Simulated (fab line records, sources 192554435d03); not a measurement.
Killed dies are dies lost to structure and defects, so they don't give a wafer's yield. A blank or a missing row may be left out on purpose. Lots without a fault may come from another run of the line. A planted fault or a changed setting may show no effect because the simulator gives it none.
fab line records | flow n5_finfet
record lots=24 wafers=72 last_day=17
route steps=1938 shown FIN_SAQP@114 FIN_CUT@182
lots that met no fault: from a run of the same line without faults
start_h: hours from the record's first day to the start of the lot's first wafer shown | wait_h: hours since the lot's step before | " the same as in the row above | L1.1+2: a row that stands for several wafers | - no value, or no start given | * or withheld: withheld | < > ~ a bound
route shown NAME@n: a module of which the file shows steps, and the number in the route of the first | usual: mean/standard deviation of fault-free wafers | same: alike in all rows | chamber/n: place in a boat | sites: the reading at each site | _std_site: their standard deviation | _edge_site: outer sites' mean less inner sites' | radius_mm: how far each site lies from the wafer's centre | mask NAME#n: copy n | behind: the tool/chamber that last shaped the wafer | hold: why the lot was held/for how many hours/how that ended | device: the transistor (n, p or np) that didn't switch | end of line: the same wafers' tests at the end of the route | a step without rows: its recipe alone | killed: dies lost to structure and defects at the first sort, not the wafer's yield | map: a wafer's dies, x killed, . not, _ none there
set.NAME: the setting as run; set.NAME@STEP: as run at that earlier step | model.NAME: the simulator's own value behind a step, which no gauge read
steps of the route over a sample of lots; a table a step, a row a wafer
services: from which hour (start_h, from the record's first day; less than 0 if before it) a tool's chamber was out of use, for how many hours, and why
## steps
# step N5_FIN_SAQP_DESCUM_21
# recipe chemistry=O2 time_s=7.9 source_power_w=50 bias_power_w=20 pressure_mtorr=20 rf_frequency_hz=2.712e+07 temp_c=40 resist=CAR-ArF o2_flow_sccm=225
# usual drypump_motor_current_A=5.9/0.36 oes_product_au=0.79/0.086 rf_vpp_V=243.7/1.2 showerhead_plenum_p_Torr=2.13/0.069 throttle_valve_pct=20.44/0.24
# same time_s=7.9
# columns lot.wafer tool chamber start_h wait_h drypump_motor_current_A oes_product_au rf_hours_counter_h rf_vpp_V showerhead_plenum_p_Torr throttle_valve_pct
L074.4 rie_diel-05 2 22.55 0.0 5.5 0.69 - 243.7 2.15 20.64
L074.5 " 1 " " 5.5 0.76 - 243.5 2.19 20.44
L074.6 " 0 " " 5.6 0.70 - 241.6 1.97 20.42
L075.1 rie_diel-04 3 28.60 0.6 6.2 0.80 123 242.0 2.10 20.58
L075.3 " 0 " " 6.2 0.75 172 244.0 2.19 20.51
L075.6 " 1 " " 6.4 0.72 - 242.9 2.17 20.64
L076.1 rie_diel-05 1 35.24 0.1 5.5 0.75 133 245.4 2.19 20.45
L076.3 " 3 " " 5.8 0.95 5 241.7 2.06 20.29
L076.5 " 1 " " 5.5 0.75 - 243.8 2.19 20.43
L077.1 rie_diel-03 3 41.38 0.4 5.5 0.75 142 243.9 2.10 20.71
L077.2 " 0 " " 5.6 0.71 191 245.9 2.17 20.69
L077.5 " 2 " " 5.8 1.01 - 243.3 2.24 20.08
L078.1 rie_diel-05 3 45.93 0.0 5.8 0.93 10 243.7 2.06 20.30
L078.3 " 1 " " 5.5 0.75 137 245.6 2.19 20.45
L078.5 " 1 " " 5.5 0.75 - 244.1 2.19 20.44
L079.2 rie_diel-05 1 51.99 0.2 5.5 0.74 140 245.3 2.19 20.45
L079.4 " 1 " " 5.5 0.74 - 244.9 2.19 20.46
L079.5 " 3 " " 5.8 0.93 - 241.8 2.06 20.30
L080.1 rie_diel-04 0 57.21 0.0 6.3 0.74 182 244.5 2.18 20.52
L080.4 " 3 " " 6.2 0.78 132 243.3 2.09 20.62
L080.6 " 2 " " 6.1 0.78 - 244.3 2.09 20.69
L081.3 rie_diel-04 0 63.81 0.4 6.3 0.74 185 243.5 2.18 20.52
L081.4 " 2 " " 6.0 0.79 129 244.1 2.09 20.71
L081.5 " 1 " " 6.4 0.71 - 243.8 2.17 20.68
L082.2 rie_diel-04 3 70.71 0.0 6.2 0.78 137 242.3 2.09 20.63
L082.3 " 1 " " 6.5 0.71 206 244.1 2.17 20.67
L082.6 " 0 " " 6.3 0.73 - 243.6 2.18 20.51
L083.3 rie_diel-04 3 78.79 0.0 6.3 0.79 141 242.4 2.09 20.63
L083.4 " 1 " " 6.5 0.70 209 244.0 2.17 20.67
L083.5 " 3 " " 6.2 0.78 - 243.7 2.09 20.61
L084.4 rie_diel-05 0 82.31 0.3 5.6 0.94 5 245.4 2.23 20.05
L084.5 " 2 " " 5.5 0.93 - 245.1 2.14 20.30
L084.6 " 1 " " 5.5 0.73 - 243.4 2.18 20.48
L085.2 rie_diel-05 0 87.89 0.0 5.6 0.92 7 245.4 2.23 20.04
L085.4 " 2 " " 5.5 0.91 21 243.4 2.14 20.30
L085.5 " 0 " " 5.7 0.93 - 245.3 2.23 20.04
L086.1 rie_diel-04 0 94.04 0.1 6.3 0.73 196 243.1 2.18 20.54
L086.2 " 3 " " 6.3 0.77 146 242.6 2.09 20.62
L086.6 " 2 " " 6.1 0.78 - 244.0 2.09 20.70
L087.1 rie_diel-04 1 100.45 0.0 6.4 0.70 216 244.3 2.16 20.68
L087.2 " 0 " " 6.3 0.73 198 244.1 2.18 20.55
L087.3 " 2 " " 6.1 0.77 139 244.0 2.09 20.72
L088.1 rie_diel-03 1 108.75 0.0 5.4 0.76 142 241.7 2.01 19.97
L088.4 " 2 " " 5.8 0.93 - 245.1 2.23 20.11
L088.5 " 2 " " 5.8 0.93 - 245.8 2.23 20.10
L089.1 rie_diel-04 3 111.73 0.0 6.3 0.76 153 241.9 2.09 20.62
L089.3 " 2 " " 6.1 0.77 143 243.1 2.08 20.73
L089.6 " 1 " " 6.5 0.70 - 244.4 2.16 20.69
L090.3 rie_diel-05 1 117.67 0.0 5.5 0.73 166 244.6 2.18 20.48
L090.4 " 2 " " 5.5 0.89 32 243.8 2.13 20.33
L090.6 " 1 " " 5.5 0.73 - 243.3 2.18 20.48
L091.1 rie_diel-03 2 123.25 0.0 5.8 0.91 29 244.1 2.23 20.11
L091.2 " 3 " " 5.6 0.74 161 243.2 2.09 20.76
L091.6 " 1 " " 5.4 0.76 - 242.8 2.01 19.98
L092.1 rie_diel-04 0 129.43 0.0 6.2 0.71 211 243.5 2.17 20.55
L092.2 " 1 " " 6.4 0.69 228 242.9 2.16 20.67
L092.3 " 3 " " 6.2 0.76 160 244.2 2.08 20.65
L093.3 rie_diel-04 3 135.87 0.0 6.3 0.76 162 244.2 2.08 20.65
L093.4 " 1 " " 6.4 0.69 230 244.2 2.16 20.71
L093.6 " 3 " " 6.2 0.76 - 243.2 2.08 20.65
L094.1 rie_diel-03 3 142.83 0.1 5.5 0.74 168 242.3 2.09 20.77
L094.4 " 2 " " 5.7 0.91 36 244.2 2.23 20.11
L094.6 " 0 " " 5.6 0.69 - 243.3 2.16 20.73
L095.1 rie_diel-05 3 149.14 0.2 5.8 0.86 43 243.0 2.05 20.36
L095.4 " 1 " " 5.5 0.71 176 245.6 2.17 20.51
L095.5 " 0 " " 5.7 0.87 - 245.5 2.22 20.07
L096.3 rie_diel-03 1 155.23 0.0 5.4 0.76 157 243.6 2.00 20.01
L096.4 " 2 " " 5.8 0.90 40 245.5 2.22 20.14
L096.6 " 1 " " 5.5 0.74 - 241.6 2.00 20.00
L097.2 rie_diel-05 3 161.59 0.0 5.8 0.85 47 242.3 2.05 20.37
L097.3 " 1 " " 5.5 0.72 180 244.1 2.17 20.52
L097.6 " 0 " " 5.6 0.88 - 244.6 2.22 20.07
# step N5_FIN_SAQP_ETCH_51
# recipe chemistry=CF4 target=SiARC target_depth_a=455 mask_material=CAR-ArF time_s=75.8 ion_energy_ev=80 pressure_mtorr=40 source_w=545 bias_w=36 Ar_flow_sccm=100 cf4_flow_sccm=100 ends=cleared
# usual drypump_motor_current_A=5.9/0.36 etch_rf_on_time_s=75.1/1.1 oes_product_au=0.67/0.074 rf_vpp_V=184.5/1 showerhead_plenum_p_Torr=2.18/0.065 throttle_valve_pct=15.62/0.27
# columns lot.wafer tool chamber start_h wait_h drypump_motor_current_A etch_rf_on_time_s oes_product_au rf_hours_counter_h rf_vpp_V showerhead_plenum_p_Torr throttle_valve_pct
L074.4 rie_diel-05 2 22.60 0.0 5.5 77.1 0.59 - 184.7 2.19 15.86
L074.5 " 1 " " 5.5 74.7 0.66 - 186.1 2.23 15.61
L074.6 " 0 " " 5.6 74.5 0.59 - 183.4 2.03 15.71
L075.1 rie_diel-04 3 28.64 0.0 6.3 74.8 0.69 123 185.7 2.15 15.83
L075.3 " 0 " " 6.3 75.4 0.64 172 185.4 2.22 15.64
L075.6 " 1 " " 6.5 75.1 0.61 - 184.4 2.22 15.86
L076.1 rie_diel-05 1 35.27 0.0 5.5 76.4 0.63 133 184.8 2.23 15.60
L076.3 " 3 " " 5.8 73.5 0.81 5 185.3 2.11 15.36
L076.5 " 1 " " 5.5 76.0 0.64 - 185.4 2.23 15.62
L077.1 rie_diel-03 3 41.41 0.0 5.6 76.2 0.64 142 184.0 2.14 15.85
L077.2 " 0 " " 5.6 75.9 0.61 191 186.3 2.21 15.82
L077.5 " 2 " " 5.7 74.6 0.85 - 184.4 2.28 15.18
L078.1 rie_diel-05 3 45.96 0.0 5.8 72.0 0.81 10 183.5 2.10 15.36
L078.3 " 1 " " 5.5 74.6 0.65 137 185.5 2.23 15.60
L078.5 " 1 " " 5.5 75.2 0.64 - 184.0 2.23 15.62
L079.2 rie_diel-05 1 52.02 0.0 5.5 75.4 0.64 140 185.3 2.23 15.62
L079.4 " 1 " " 5.4 74.9 0.64 - 185.5 2.23 15.62
L079.5 " 3 " " 5.8 73.1 0.80 - 183.4 2.10 15.38
L080.1 rie_diel-04 0 57.25 0.0 6.3 75.9 0.64 183 186.1 2.22 15.65
L080.4 " 3 " " 6.2 74.8 0.68 132 184.7 2.15 15.83
L080.6 " 2 " " 6.1 76.1 0.67 - 185.1 2.15 15.91
L081.3 rie_diel-04 0 63.84 0.0 6.3 75.6 0.63 185 185.1 2.22 15.65
L081.4 " 2 " " 6.0 76.2 0.67 129 184.5 2.14 15.92
L081.5 " 1 " " 6.5 74.9 0.61 - 184.7 2.21 15.90
L082.2 rie_diel-04 3 70.75 0.0 6.2 74.3 0.68 138 182.9 2.15 15.86
L082.3 " 1 " " 6.4 75.4 0.61 206 183.3 2.21 15.90
L082.6 " 0 " " 6.3 75.6 0.63 - 185.8 2.21 15.67
L083.3 rie_diel-04 3 78.83 0.0 6.3 74.7 0.67 141 185.1 2.15 15.85
L083.4 " 1 " " 6.4 75.0 0.61 209 183.4 2.21 15.91
L083.5 " 3 " " 6.2 74.4 0.68 - 184.9 2.15 15.86
L084.4 rie_diel-05 0 82.34 0.0 5.6 74.0 0.81 5 185.0 2.28 15.21
L084.5 " 2 " " 5.5 74.6 0.78 - 183.2 2.18 15.42
L084.6 " 1 " " 5.5 75.5 0.63 - 184.6 2.22 15.66
L085.2 rie_diel-05 0 87.92 0.0 5.7 74.1 0.80 7 185.9 2.28 15.21
L085.4 " 2 " " 5.5 75.1 0.77 21 184.2 2.18 15.42
L085.5 " 0 " " 5.6 74.4 0.80 - 185.1 2.28 15.22
L086.1 rie_diel-04 0 94.07 0.0 6.3 76.2 0.62 196 185.0 2.21 15.70
L086.2 " 3 " " 6.3 75.8 0.66 146 184.3 2.15 15.86
L086.6 " 2 " " 6.0 76.7 0.66 - 183.7 2.14 15.93
L087.1 rie_diel-04 1 100.48 0.0 6.4 75.5 0.59 216 184.5 2.21 15.93
L087.2 " 0 " " 6.3 76.1 0.62 198 185.1 2.21 15.69
L087.3 " 2 " " 6.1 77.1 0.66 139 184.9 2.14 15.92
L088.1 rie_diel-03 1 108.80 0.0 5.5 73.6 0.66 142 183.3 2.06 15.18
L088.4 " 2 " " 5.8 73.6 0.79 - 185.4 2.27 15.24
L088.5 " 2 " " 5.8 73.4 0.79 - 184.3 2.27 15.25
L089.1 rie_diel-04 3 111.77 0.0 6.3 74.1 0.67 153 185.3 2.14 15.89
L089.3 " 2 " " 6.1 76.5 0.65 143 182.9 2.14 15.94
L089.6 " 1 " " 6.4 74.2 0.60 - 185.1 2.21 15.93
L090.3 rie_diel-05 1 117.71 0.0 5.5 77.5 0.61 166 185.2 2.22 15.68
L090.4 " 2 " " 5.5 75.8 0.75 32 185.5 2.18 15.44
L090.6 " 1 " " 5.5 76.4 0.61 - 185.3 2.22 15.68
L091.1 rie_diel-03 2 123.29 0.0 5.8 74.7 0.78 29 185.4 2.27 15.25
L091.2 " 3 " " 5.5 76.4 0.62 161 182.9 2.14 15.90
L091.6 " 1 " " 5.5 74.1 0.66 - 184.3 2.06 15.18
L092.1 rie_diel-04 0 129.47 0.0 6.2 75.9 0.61 211 184.4 2.21 15.73
L092.2 " 1 " " 6.5 75.2 0.59 228 183.7 2.21 15.97
L092.3 " 3 " " 6.2 74.6 0.66 160 184.0 2.14 15.89
L093.3 rie_diel-04 3 135.91 0.0 6.3 73.9 0.67 162 184.0 2.14 15.89
L093.4 " 1 " " 6.4 74.5 0.59 230 184.2 2.21 15.96
L093.6 " 3 " " 6.2 74.0 0.67 - 183.6 2.14 15.91
L094.1 rie_diel-03 3 142.87 0.0 5.5 76.7 0.63 168 185.8 2.13 15.91
L094.4 " 2 " " 5.8 75.3 0.77 36 185.1 2.26 15.25
L094.6 " 0 " " 5.6 76.2 0.59 - 183.1 2.20 15.89
L095.1 rie_diel-05 3 149.18 0.0 5.8 73.2 0.74 43 184.3 2.09 15.44
L095.4 " 1 " " 5.5 76.1 0.61 176 184.8 2.22 15.69
L095.5 " 0 " " 5.7 74.6 0.75 - 185.1 2.27 15.26
L096.3 rie_diel-03 1 155.27 0.0 5.5 74.8 0.65 157 182.7 2.05 15.21
L096.4 " 2 " " 5.8 75.8 0.76 40 185.1 2.26 15.27
L096.6 " 1 " " 5.5 74.9 0.64 - 183.5 2.05 15.21
L097.2 rie_diel-05 3 161.63 0.0 5.8 73.8 0.73 47 183.5 2.09 15.44
L097.3 " 1 " " 5.5 76.4 0.60 180 184.9 2.21 15.71
L097.6 " 0 " " 5.6 74.3 0.74 - 185.2 2.27 15.25
# step N5_FIN_SAQP_ETCH_52
# recipe chemistry=N2/H2 target=SOC target_depth_a=1000 overetch_a=200 mask_material=SiARC temp_c=40 time_s=150 ion_energy_ev=200 pressure_mtorr=30 source_w=840 bias_w=150 n2_flow_sccm=200 h2_flow_sccm=200 ends=end_point
# usual drypump_motor_current_A=5.9/0.36 oes_product_au=0.70/0.073 rf_vpp_V=525.1/2.3 showerhead_plenum_p_Torr=2.59/0.082 throttle_valve_pct=17.83/0.28
# columns lot.wafer tool chamber start_h wait_h drypump_motor_current_A oes_product_au rf_hours_counter_h rf_vpp_V showerhead_plenum_p_Torr throttle_valve_pct
L074.4 rie_diel-05 2 22.68 0.0 5.5 0.63 - 527.3 2.60 18.03
L074.5 " 1 " " 5.5 0.68 - 526.6 2.67 17.89
L074.6 " 0 " " 5.6 0.61 - 520.3 2.39 17.77
L075.1 rie_diel-04 3 28.70 0.0 6.3 0.72 123 523.3 2.56 18.00
L075.3 " 0 " " 6.3 0.68 172 526.4 2.65 17.85
L075.6 " 1 " " 6.5 0.64 - 526.3 2.63 18.00
L076.1 rie_diel-05 1 35.33 0.0 5.5 0.67 133 527.1 2.67 17.90
L076.3 " 3 " " 5.8 0.84 5 522.7 2.48 17.54
L076.5 " 1 " " 5.5 0.67 - 527.8 2.67 17.89
L077.1 rie_diel-03 3 41.47 0.0 5.6 0.67 142 523.3 2.55 18.04
L077.2 " 0 " " 5.7 0.64 191 526.8 2.63 18.04
L077.5 " 2 " " 5.8 0.89 - 528.0 2.71 17.37
L078.1 rie_diel-05 3 46.02 0.0 5.8 0.83 10 523.0 2.48 17.52
L078.3 " 1 " " 5.5 0.67 137 526.8 2.66 17.90
L078.5 " 1 " " 5.5 0.67 - 526.4 2.66 17.88
L079.2 rie_diel-05 1 52.08 0.0 5.5 0.67 140 528.1 2.66 17.90
L079.4 " 1 " " 5.5 0.66 - 527.4 2.66 17.88
L079.5 " 3 " " 5.8 0.82 - 522.6 2.48 17.55
L080.1 rie_diel-04 0 57.30 0.0 6.3 0.66 183 526.3 2.64 17.88
L080.4 " 3 " " 6.3 0.71 132 525.1 2.55 18.00
L080.6 " 2 " " 6.1 0.70 - 525.2 2.56 18.28
L081.3 rie_diel-04 0 63.90 0.0 6.3 0.67 185 527.0 2.64 17.87
L081.4 " 2 " " 6.1 0.70 129 523.9 2.56 18.31
L081.5 " 1 " " 6.5 0.64 - 525.9 2.63 18.00
L082.2 rie_diel-04 3 70.80 0.0 6.2 0.70 138 523.9 2.55 18.03
L082.3 " 1 " " 6.5 0.63 206 525.8 2.63 18.01
L082.6 " 0 " " 6.3 0.67 - 525.8 2.64 17.90
L083.3 rie_diel-04 3 78.88 0.0 6.2 0.70 141 523.7 2.55 18.03
L083.4 " 1 " " 6.4 0.63 209 525.6 2.63 18.02
L083.5 " 3 " " 6.3 0.70 - 524.8 2.55 18.03
L084.4 rie_diel-05 0 82.40 0.0 5.6 0.84 5 528.8 2.71 17.34
L084.5 " 2 " " 5.5 0.81 - 526.7 2.59 17.60
L084.6 " 1 " " 5.5 0.66 - 527.8 2.66 17.93
L085.2 rie_diel-05 0 87.98 0.0 5.6 0.83 7 529.9 2.71 17.37
L085.4 " 2 " " 5.5 0.81 21 525.1 2.59 17.65
L085.5 " 0 " " 5.6 0.83 - 528.4 2.71 17.34
L086.1 rie_diel-04 0 94.13 0.0 6.3 0.65 196 525.7 2.64 17.91
L086.2 " 3 " " 6.3 0.69 146 524.4 2.55 18.05
L086.6 " 2 " " 6.1 0.69 - 524.5 2.56 18.31
L087.1 rie_diel-04 1 100.54 0.0 6.4 0.62 216 525.6 2.62 18.04
L087.2 " 0 " " 6.3 0.65 198 525.8 2.63 17.92
L087.3 " 2 " " 6.1 0.69 139 524.3 2.56 18.31
L088.1 rie_diel-03 1 108.88 0.1 5.4 0.69 142 520.8 2.44 17.44
L088.4 " 2 " " 5.8 0.82 - 526.7 2.70 17.39
L088.5 " 2 " " 5.7 0.82 - 527.6 2.70 17.40
L089.1 rie_diel-04 3 111.82 0.0 6.3 0.69 153 524.5 2.54 18.05
L089.3 " 2 " " 6.1 0.68 143 524.9 2.55 18.31
L089.6 " 1 " " 6.4 0.62 - 525.6 2.62 18.04
L090.3 rie_diel-05 1 117.76 0.0 5.5 0.65 166 527.7 2.65 17.94
L090.4 " 2 " " 5.5 0.79 32 524.8 2.58 17.66
L090.6 " 1 " " 5.5 0.65 - 526.2 2.65 17.96
L091.1 rie_diel-03 2 123.35 0.0 5.8 0.82 29 527.5 2.70 17.41
L091.2 " 3 " " 5.6 0.67 161 524.0 2.54 18.09
L091.6 " 1 " " 5.4 0.68 - 522.3 2.44 17.43
L092.1 rie_diel-04 0 129.52 0.0 6.3 0.64 211 525.9 2.63 17.94
L092.2 " 1 " " 6.4 0.62 228 525.9 2.62 18.06
L092.3 " 3 " " 6.3 0.69 160 522.9 2.54 18.08
L093.3 rie_diel-04 3 135.96 0.0 6.2 0.68 162 523.8 2.54 18.07
L093.4 " 1 " " 6.5 0.61 230 526.0 2.62 18.04
L093.6 " 3 " " 6.2 0.68 - 524.9 2.54 18.06
L094.1 rie_diel-03 3 142.92 0.0 5.6 0.66 168 525.1 2.54 18.09
L094.4 " 2 " " 5.8 0.79 36 526.8 2.69 17.42
L094.6 " 0 " " 5.6 0.62 - 525.7 2.62 18.09
L095.1 rie_diel-05 3 149.23 0.0 5.8 0.76 43 522.3 2.47 17.59
L095.4 " 1 " " 5.5 0.64 176 525.9 2.65 17.97
L095.5 " 0 " " 5.7 0.78 - 527.9 2.70 17.38
L096.3 rie_diel-03 1 155.32 0.0 5.4 0.67 157 519.7 2.44 17.47
L096.4 " 2 " " 5.8 0.79 40 528.7 2.69 17.42
L096.6 " 1 " " 5.4 0.67 - 521.0 2.44 17.46
L097.2 rie_diel-05 3 161.68 0.0 5.8 0.75 47 523.0 2.47 17.60
L097.3 " 1 " " 5.5 0.64 180 526.4 2.65 17.97
L097.6 " 0 " " 5.6 0.78 - 527.9 2.69 17.41
# step N5_FIN_SAQP_CD_MEAS_27
# recipe target_cd_nm=20 landing_energy_ev=1000 detector=se_inlens polarity=line
# usual cd_nm=20.27/0.21
# columns lot.wafer tool chamber start_h wait_h cd_nm
L074.4 cd_sem-02 0 24.67 0.1 20.44
L074.5 " 0 " " 20.32
L074.6 " 0 " " 20.45
L075.1 cd_sem-02 0 30.61 0.1 20.27
L075.3 " 0 " " 20.02
L075.6 " 0 " " 20.34
L076.1 cd_sem-03 0 37.52 0.1 19.71
L076.3 " 0 " " 20.94
L076.5 " 0 " " 20.60
L077.1 cd_sem-01 0 44.04 0.1 20.37
L077.2 " 0 " " 20.47
L077.5 " 0 " " 20.49
L078.1 cd_sem-01 0 47.93 0.1 20.81
L078.3 " 0 " " 20.39
L078.5 " 0 " " 20.09
L079.2 cd_sem-03 0 54.41 0.1 19.81
L079.4 " 0 " " 19.92
L079.5 " 0 " " 20.35
L080.1 cd_sem-03 0 59.29 0.1 19.94
L080.4 " 0 " " 20.30
L080.6 " 0 " " 19.92
L081.3 cd_sem-03 0 65.82 0.1 20.11
L081.4 " 0 " " 20.04
L081.5 " 0 " " 20.36
L082.2 cd_sem-03 0 74.17 0.1 20.28
L082.3 " 0 " " 20.24
L082.6 " 0 " " 20.24
L083.3 cd_sem-03 0 80.82 0.1 20.09
L083.4 " 0 " " 20.29
L083.5 " 0 " " 20.18
L084.4 cd_sem-03 0 84.42 0.1 20.34
L084.5 " 0 " " 20.20
L084.6 " 0 " " 19.93
L085.2 cd_sem-03 0 91.17 0.1 20.67
L085.4 " 0 " " 19.67
L085.5 " 0 " " 20.04
L086.1 cd_sem-01 0 96.04 0.1 20.12
L086.2 " 0 " " 20.14
L086.6 " 0 " " 20.35
L087.1 cd_sem-02 0 102.62 0.1 20.16
L087.2 " 0 " " 20.16
L087.3 " 0 " " 20.30
L088.1 cd_sem-03 0 110.99 0.1 20.22
L088.4 " 0 " " 20.15
L088.5 " 0 " " 20.32
L089.1 cd_sem-01 0 113.74 0.1 20.09
L089.3 " 0 " " 20.26
L089.6 " 0 " " 20.28
L090.3 cd_sem-02 0 119.68 0.1 20.64
L090.4 " 0 " " 20.38
L090.6 " 0 " " 20.47
L091.1 cd_sem-03 0 125.26 0.1 20.05
L091.2 " 0 " " 20.23
L091.6 " 0 " " 20.27
L092.1 cd_sem-03 0 131.72 0.1 20.41
L092.2 " 0 " " 20.29
L092.3 " 0 " " 20.43
L093.3 cd_sem-02 0 138.28 0.1 20.35
L093.4 " 0 " " 20.20
L093.6 " 0 " " 20.42
L094.1 cd_sem-02 0 145.14 0.1 20.28
L094.4 " 0 " " 20.30
L094.6 " 0 " " 20.04
L095.1 cd_sem-02 0 151.34 0.1 20.63
L095.4 " 0 " " 20.15
L095.5 " 0 " " 20.38
L096.3 cd_sem-03 0 159.79 0.1 20.62
L096.4 " 0 " " 20.83
L096.6 " 0 " " 20.49
L097.2 cd_sem-02 0 164.90 0.1 20.03
L097.3 " 0 " " 20.44
L097.6 " 0 " " 20.53
# step N5_FIN_SAQP_RECESS_63
# recipe chemistry=HF/NH3 target=SiO2 target_depth_a=180 afs_cycles=3 temp_c=30 sublimation_temp_c=180 sublimation_time_s=60
# usual drypump_motor_current_A=5.4/0.42
# columns lot.wafer tool chamber start_h wait_h drypump_motor_current_A
L074.4 vapor_etch-02 0 25.05 0.2 6.0
L074.5 " 0 " " 6.1
L074.6 " 1 " " 5.1
L075.1 vapor_etch-02 0 30.96 0.1 6.1
L075.3 " 1 " " 5.1
L075.6 " 1 " " 5.1
L076.1 vapor_etch-02 0 37.81 0.1 6.1
L076.3 " 1 " " 5.1
L076.5 " 1 " " 5.1
L077.1 vapor_etch-01 0 44.42 0.1 5.4
L077.2 " 1 " " 5.1
L077.5 " 0 " " 5.4
L078.1 vapor_etch-01 0 48.20 0.1 5.4
L078.3 " 1 " " 5.1
L078.5 " 0 " " 5.4
L079.2 vapor_etch-01 1 54.70 0.1 5.0
L079.4 " 1 " " 5.0
L079.5 " 1 " " 5.1
L080.1 vapor_etch-02 1 59.56 0.1 5.1
L080.4 " 1 " " 5.1
L080.6 " 0 " " 6.1
L081.3 vapor_etch-02 0 66.20 0.2 6.1
L081.4 " 1 " " 5.1
L081.5 " 1 " " 5.1
L082.2 vapor_etch-01 0 74.43 0.1 5.4
L082.3 " 0 " " 5.4
L082.6 " 0 " " 5.4
L083.3 vapor_etch-02 1 81.20 0.2 5.1
L083.4 " 0 " " 6.1
L083.5 " 1 " " 5.1
L084.4 vapor_etch-01 1 84.80 0.2 5.1
L084.5 " 1 " " 5.1
L084.6 " 0 " " 5.4
L085.2 vapor_etch-01 1 91.44 0.1 5.0
L085.4 " 0 " " 5.4
L085.5 " 1 " " 5.1
L086.1 vapor_etch-02 1 96.31 0.1 5.1
L086.2 " 0 " " 6.1
L086.6 " 0 " " 6.1
L087.1 vapor_etch-02 1 102.89 0.1 5.1
L087.2 " 0 " " 6.1
L087.3 " 1 " " 5.1
L088.1 vapor_etch-02 0 111.30 0.1 6.1
L088.4 " 0 " " 6.1
L088.5 " 1 " " 5.1
L089.1 vapor_etch-01 0 114.12 0.1 5.4
L089.3 " 1 " " 5.0
L089.6 " 1 " " 5.0
L090.3 vapor_etch-02 1 120.07 0.2 5.1
L090.4 " 0 " " 6.1
L090.6 " 1 " " 5.1
L091.1 vapor_etch-01 1 125.53 0.1 5.1
L091.2 " 0 " " 5.5
L091.6 " 0 " " 5.4
L092.1 vapor_etch-02 0 132.01 0.1 6.1
L092.2 " 1 " " 5.1
L092.3 " 0 " " 6.0
L093.3 vapor_etch-02 0 138.94 0.2 6.1
L093.4 " 1 " " 5.1
L093.6 " 1 " " 5.1
L094.1 vapor_etch-01 0 145.41 0.1 5.4
L094.4 " 0 " " 5.4
L094.6 " 1 " " 5.0
L095.1 vapor_etch-01 1 151.61 0.1 5.1
L095.4 " 1 " " 5.0
L095.5 " 1 " " 5.1
L096.3 vapor_etch-02 0 160.23 0.2 6.1
L096.4 " 1 " " 5.1
L096.6 " 1 " " 5.1
L097.2 vapor_etch-01 0 165.25 0.1 5.5
L097.3 " 0 " " 5.4
L097.6 " 1 " " 5.0
# step N5_FIN_CUT_INSPECT_17
# recipe inspect_instrument=brightfield mode=aei
# usual raw_defect_count=243/62
# columns lot.wafer tool chamber start_h wait_h raw_defect_count
L074.4 defect_inspect-02 - 29.06 0.1 199
L074.5 " - " " 188
L074.6 " - " " 151
L075.1 defect_inspect-02 - 34.78 0.0 277
L075.3 " - " " 238
L075.6 " - " " 274
L076.1 defect_inspect-02 - 42.04 0.0 213
L076.3 " - " " 202
L076.5 " - " " 265
L077.1 defect_inspect-02 - 47.92 0.0 176
L077.2 " - " " 184
L077.5 " - " " 179
L078.1 defect_inspect-02 - 51.55 0.0 188
L078.3 " - " " 215
L078.5 " - " " 221
L079.2 defect_inspect-02 - 58.13 0.0 157
L079.4 " - " " 160
L079.5 " - " " 171
L080.1 defect_inspect-01 - 63.04 0.0 235
L080.4 " - " " 223
L080.6 " - " " 295
L081.3 defect_inspect-02 - 69.81 0.0 163
L081.4 " - " " 327
L081.5 " - " " 213
L082.2 defect_inspect-01 - 78.15 0.0 236
L082.3 " - " " 402
L082.6 " - " " 244
L083.3 defect_inspect-01 - 84.82 0.0 238
L083.4 " - " " 236
L083.5 " - " " 348
L084.4 defect_inspect-02 - 88.08 0.0 208
L084.5 " - " " 296
L084.6 " - " " 223
L085.2 defect_inspect-02 - 94.81 0.0 262
L085.4 " - " " 185
L085.5 " - " " 218
L086.1 defect_inspect-01 - 99.53 0.0 305
L086.2 " - " " 303
L086.6 " - " " 303
L087.1 defect_inspect-01 - 106.31 0.0 309
L087.2 " - " " 185
L087.3 " - " " 245
L088.1 defect_inspect-01 - 114.57 0.0 186
L088.4 " - " " 185
L088.5 " - " " 229
L089.1 defect_inspect-01 - 117.65 0.0 168
L089.3 " - " " 149
L089.6 " - " " 168
L090.3 defect_inspect-01 - 123.28 0.0 251
L090.4 " - " " 142
L090.6 " - " " 272
L091.1 defect_inspect-01 - 129.33 0.0 149
L091.2 " - " " 225
L091.6 " - " " 412
L092.1 defect_inspect-01 - 135.60 0.0 312
L092.2 " - " " 251
L092.3 " - " " 267
L093.3 defect_inspect-01 - 143.24 0.0 222
L093.4 " - " " 280
L093.6 " - " " 250
L094.1 defect_inspect-01 - 149.90 0.0 373
L094.4 " - " " 261
L094.6 " - " " 289
L095.1 defect_inspect-02 - 155.92 0.0 429
L095.4 " - " " 262
L095.5 " - " " 219
L096.3 defect_inspect-01 - 163.45 0.0 250
L096.4 " - " " 325
L096.6 " - " " 311
L097.2 defect_inspect-01 - 168.45 0.0 188
L097.3 " - " " 226
L097.6 " - " " 179
## services
# columns tool chamber start_h hours kind
rie_diel-05 3 -1.37 - clean
rie_diel-05 3 -1.37 - consumable_replace:focus_ring
rie_diel-05 3 -1.37 26.0 scheduled_down
rie_diel-05 3 -1.37 26.0 vent_cycle
rie_diel-04 2 14.12 5.1 repair
rie_diel-03 2 22.81 - clean
rie_diel-03 2 22.81 - consumable_replace:focus_ring
rie_diel-03 2 22.81 - consumable_replace:showerhead
rie_diel-03 2 22.81 13.2 scheduled_down
rie_diel-05 2 27.22 - clean
rie_diel-05 2 27.22 - consumable_replace:focus_ring
rie_diel-05 2 27.22 13.3 scheduled_down
rie_diel-05 2 27.22 13.3 vent_cycle
rie_diel-05 0 40.64 - clean
rie_diel-05 0 40.64 - consumable_replace:focus_ring
rie_diel-05 0 40.64 - consumable_replace:showerhead
rie_diel-05 0 40.64 23.2 scheduled_down
rie_diel-05 0 40.64 23.2 vent_cycle
rie_diel-05 3 55.27 10.0 repair
rie_diel-04 2 65.79 6.7 repair
rie_diel-03 3 95.34 22.6 repair
rie_diel-03 0 103.91 18.7 repair
rie_diel-03 - 112.50 2.8 repair
rie_diel-04 2 116.92 6.0 repair
## key
fault none
